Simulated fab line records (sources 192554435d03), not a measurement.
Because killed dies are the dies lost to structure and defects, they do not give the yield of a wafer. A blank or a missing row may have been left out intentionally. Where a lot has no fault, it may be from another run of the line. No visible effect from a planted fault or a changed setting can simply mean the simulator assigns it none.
What tool caused it? | flow n5 finfet | 8 lots with 24 wafers sampled at 4 steps, on a route of 1938 steps

## WHAT THE GAUGES SHOWED, per wafer
N5_FIN_CUT_INSPECT_10: inspects for defects (brightfield).
lot  | measured    | on                | raw defect count
L257 | day 2 03:24 | defect inspect-01 | 56 81 106
L260 | day 2 21:40 | defect inspect-01 | 42 44 38
L267 | day 4 20:57 | defect inspect-02 | 32 628 43
L268 | day 5 03:52 | defect inspect-01 | 34 598 618
L271 | day 5 15:58 | defect inspect-02 | 40 51 30
L273 | day 6 03:37 | defect inspect-01 | 48 51 36
L274 | day 6 08:57 | defect inspect-02 | 48 52 54
L276 | day 6 20:36 | defect inspect-01 | 37 35 47

## WHICH TOOL RAN EACH LOT (tool, then ch and the chambers of the sampled wafers, then the start)
lot  | N5_FIN_SAQP_RECESS_75             | N5_FIN_SAQP_STRIP_70              | N5_FIN_SAQP_HM_OPEN_33
L257 | vapor etch-01 ch 0,1, day 1 22:25 | rie diel-02 ch 0,1,2, day 2 01:25 | rie diel-02 ch 0,1,2, day 2 02:28
L260 | vapor etch-01 ch 0,1, day 2 17:46 | rie diel-04 ch 1,2,3, day 2 19:58 | rie diel-02 ch 1,2, day 2 20:44
L267 | vapor etch-01 ch 0,1, day 4 11:45 | rie diel-02 ch 1,2,3, day 4 15:13 | rie diel-02 ch 0,3, day 4 19:54
L268 | vapor etch-01 ch 0,1, day 4 18:06 | rie diel-02 ch 1,2,3, day 4 22:10 | rie diel-04 ch 0,2, day 5 02:49
L271 | vapor etch-02 ch 0,1, day 5 11:40 | rie diel-05 ch 0,2,3, day 5 14:02 | rie diel-05 ch 0,1,3, day 5 15:02
L273 | vapor etch-02 ch 0,1, day 5 23:11 | rie diel-05 ch 0,1, day 6 01:19   | rie diel-04 ch 0,1,2, day 6 02:34
L274 | vapor etch-02 ch 0,1, day 6 05:08 | rie diel-04 ch 1,2,3, day 6 07:14 | rie diel-05 ch 0,2, day 6 08:01
L276 | vapor etch-02 ch 0,1, day 6 16:25 | rie diel-05 ch 0,1,2, day 6 18:32 | rie diel-04 ch 0,1,2, day 6 19:40
- N5_FIN_SAQP_RECESS_75: chemistry HF/NH3, target SiO2, target depth 14.4 nm, afs cycles 3, sublimation time 60 s.
- N5_FIN_SAQP_STRIP_70: strips in N2/H2.
- N5_FIN_SAQP_HM_OPEN_33: chemistry CH3F/O2, target SiNx, target depth 49.4 nm, time 70.6 s.

## THE ANSWER, worked out from the rows above alone
Rule: usual is defined by the lots themselves. The widest of any qualifying gaps counts: lots, ordered by their means at a reading, are off when they make up no more than a third of the lots, leave a main group of 4 or more, and stand apart from it by 3 or more times the standard deviation of that group's means. If all means in a main group match to the digits the tables above print for the reading, that group is not used. Also off: a lot with no number at a reading for which 4 or more lots have one. Any other lot the step has rows for is counted as sound.
Off: L267, L268 (N5_FIN_CUT_INSPECT_10, raw defect count). The main group has a mean of 50 with a standard deviation of 15.
If a tool, at a process step before that reading, ran all the lots that are off and no sound lot after the first of them, it fits. Those tools and the gauges at N5_FIN_CUT_INSPECT_10 are tried in the same way. 2 tools fit, vapor etch-01 at N5_FIN_SAQP_RECESS_75 and rie diel-02 at N5_FIN_SAQP_STRIP_70, so this cannot tell which one it is.

## WHAT THE SIMULATOR HAD PUT IN
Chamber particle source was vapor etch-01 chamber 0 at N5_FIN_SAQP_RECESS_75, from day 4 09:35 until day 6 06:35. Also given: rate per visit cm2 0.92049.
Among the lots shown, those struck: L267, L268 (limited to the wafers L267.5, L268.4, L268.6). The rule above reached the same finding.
